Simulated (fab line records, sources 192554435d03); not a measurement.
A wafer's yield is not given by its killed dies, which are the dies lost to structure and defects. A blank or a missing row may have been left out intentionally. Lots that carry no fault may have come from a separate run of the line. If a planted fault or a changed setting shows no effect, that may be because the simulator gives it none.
Matching of chambers :: flow n5_finfet :: N5_BEOL_M14_ILD_DEP_00 on pecvd-01 has 3 sister chambers
The step deposits SiO2 from TEOS/O2, target thk 1119.3 nm, time 237.4 s. 6 wafers are shown with their chamber, then 8 later ones without.

## EACH WAFER AND ITS CHAMBER
wafer: L083.1
chamber: 2
throttle_valve_pct (%): 18.1
showerhead_plenum_p_Torr (Torr): 8.37

wafer: L083.2
chamber: 0
throttle_valve_pct (%): 18.5
showerhead_plenum_p_Torr (Torr): 8.33

wafer: L083.4
chamber: 0
throttle_valve_pct (%): 18.5
showerhead_plenum_p_Torr (Torr): 8.35

wafer: L083.5
chamber: 2
throttle_valve_pct (%): 17.9
showerhead_plenum_p_Torr (Torr): 8.38

wafer: L083.6
chamber: 1
throttle_valve_pct (%): 18.1
showerhead_plenum_p_Torr (Torr): 8.34

wafer: L091.2
chamber: 1
throttle_valve_pct (%): 18.0
showerhead_plenum_p_Torr (Torr): 8.33

## WAFERS WITH NO CHAMBER GIVEN
wafer: L091.5
throttle_valve_pct (%): 18.3
showerhead_plenum_p_Torr (Torr): 8.37

wafer: L091.6
throttle_valve_pct (%): 18.0
showerhead_plenum_p_Torr (Torr): 8.41

wafer: L094.2
throttle_valve_pct (%): 18.4
showerhead_plenum_p_Torr (Torr): 8.40

wafer: L094.3
throttle_valve_pct (%): 18.2
showerhead_plenum_p_Torr (Torr): 8.33

wafer: L094.5
throttle_valve_pct (%): 18.3
showerhead_plenum_p_Torr (Torr): 8.33

wafer: L097.3
throttle_valve_pct (%): 17.9
showerhead_plenum_p_Torr (Torr): 8.36

wafer: L097.4
throttle_valve_pct (%): 18.0
showerhead_plenum_p_Torr (Torr): 8.37

wafer: L097.6
throttle_valve_pct (%): 18.1
showerhead_plenum_p_Torr (Torr): 8.33

## CHAMBER TAKEN BY EACH
wafer: L091.5
from the rows above: can't be placed: 2 or 0 or 1
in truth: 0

wafer: L091.6
from the rows above: 2
in truth: 2

wafer: L094.2
from the rows above: can't be placed: 2 or 0
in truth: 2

wafer: L094.3
from the rows above: can't be placed: 1 or 0
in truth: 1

wafer: L094.5
from the rows above: can't be placed: 0 or 1
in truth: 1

wafer: L097.3
from the rows above: can't be placed: 2 or 1
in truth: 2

wafer: L097.4
from the rows above: 2
in truth: 2

wafer: L097.6
from the rows above: 1
in truth: 1
Placed correctly: 3 of 8. From these rows, 5 cannot be placed; in 5 the true chamber is one of the candidates. Wrongly placed: 0.
How it was worked out, from the rows above alone: a wafer's distance from a chamber is the root of the sum, over the readings, of the square of ((its reading less the chamber's mean) divided by the reading's scatter). If the next closest chamber is less than 2 further off than the closest, the wafer can't be placed; otherwise it belongs to the closest. A chamber's mean is the mean of its shown wafers. How the scatter is found: for the shown wafers, subtract from each reading the mean of its chamber, square and add these, divide the total by (wafers less chambers), then take the root.
